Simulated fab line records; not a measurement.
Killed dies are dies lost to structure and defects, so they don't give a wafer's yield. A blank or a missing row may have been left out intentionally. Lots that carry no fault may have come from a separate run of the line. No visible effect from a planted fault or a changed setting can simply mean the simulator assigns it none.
Matching of chambers + flow nand-harc + 4 sister chambers for NHARC_A_CHANNEL_FILL_D2_ALD_25 on ald-hk-04
The step deposits SiOx, target thk 60 nm, pulse time 10 s, ald cycles 600. 16 wafers are shown with their chamber, then 8 later ones without.

## EACH WAFER AND ITS CHAMBER
| wafer  | chamber | heater-power-w (W) | precursor-pulse-height-rel |
|--------|---------|--------------------|----------------------------|
| L076.2 | 2       | 525                | 1.034                      |
| L076.3 | 0       | 474                | 1.010                      |
| L076.4 | 1       | 420                | 1.010                      |
| L081.2 | 1       | 431                | 0.970                      |
| L081.1 | 3       | 445                | 0.963                      |
| L081.3 | 0       | 471                | 0.991                      |
| L086.2 | 0       | 470                | 0.958                      |
| L086.3 | 3       | 451                | 0.965                      |
| L086.5 | 3       | 439                | 0.981                      |
| L086.1 | 1       | 451                | 1.016                      |
| L086.4 | 2       | 497                | 0.993                      |
| L086.6 | 0       | 484                | 1.004                      |
| L089.3 | 1       | 451                | 1.017                      |
| L089.4 | 2       | 500                | 0.993                      |
| L089.5 | 3       | 437                | 1.034                      |
| L090.1 | 2       | 500                | 1.015                      |

SIGNATURES (means of the wafers above)
| reading                    | chamber 0 | chamber 1 | chamber 2 | chamber 3 | scatter within a chamber |
|----------------------------|-----------|-----------|-----------|-----------|--------------------------|
| heater-power-w             | 474.75    | 438.25    | 505.50    | 443.00    | 11.1                     |
| precursor-pulse-height-rel | 0.99075   | 1.00325   | 1.00875   | 0.98575   | 0.0252                   |
Rule: distance of a wafer from a chamber = root of the sum over the readings of ((wafer's reading minus chamber's mean) / reading's scatter) squared. The wafer belongs to the nearest chamber; if the next one is less than 2 further off, it can't be placed. How the scatter is found: for the shown wafers, subtract from each reading the mean of its chamber, square and add these, divide the total by (wafers less chambers), then take the root.

## WAFERS WITHOUT THEIR CHAMBER
| wafer  | heater-power-w (W) | precursor-pulse-height-rel |
|--------|--------------------|----------------------------|
| L090.3 | 481                | 1.019                      |
| L090.6 | 440                | 1.010                      |
| L092.1 | 509                | 1.016                      |
| L092.2 | 455                | 0.961                      |
| L092.5 | 447                | 1.008                      |
| L095.2 | 461                | 0.985                      |
| L095.5 | 497                | 1.010                      |
| L095.6 | 454                | 0.983                      |

## EACH ONE'S CHAMBER
| wafer  | from the rows above          | in truth |
|--------|------------------------------|----------|
| L090.3 | can't be placed: 0 or 2      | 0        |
| L090.6 | can't be placed: 1 or 3      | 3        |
| L092.1 | 2                            | 2        |
| L092.2 | can't be placed: 3 or 0 or 1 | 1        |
| L092.5 | can't be placed: 1 or 3 or 0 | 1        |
| L095.2 | can't be placed: 0 or 3 or 1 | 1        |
| L095.5 | can't be placed: 2 or 0      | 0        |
| L095.6 | can't be placed: 3 or 1 or 0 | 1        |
Correctly placed: 1 of 8. Unplaceable from these rows: 7, with the true chamber sitting among the candidates in 7. Wrongly placed: 0.
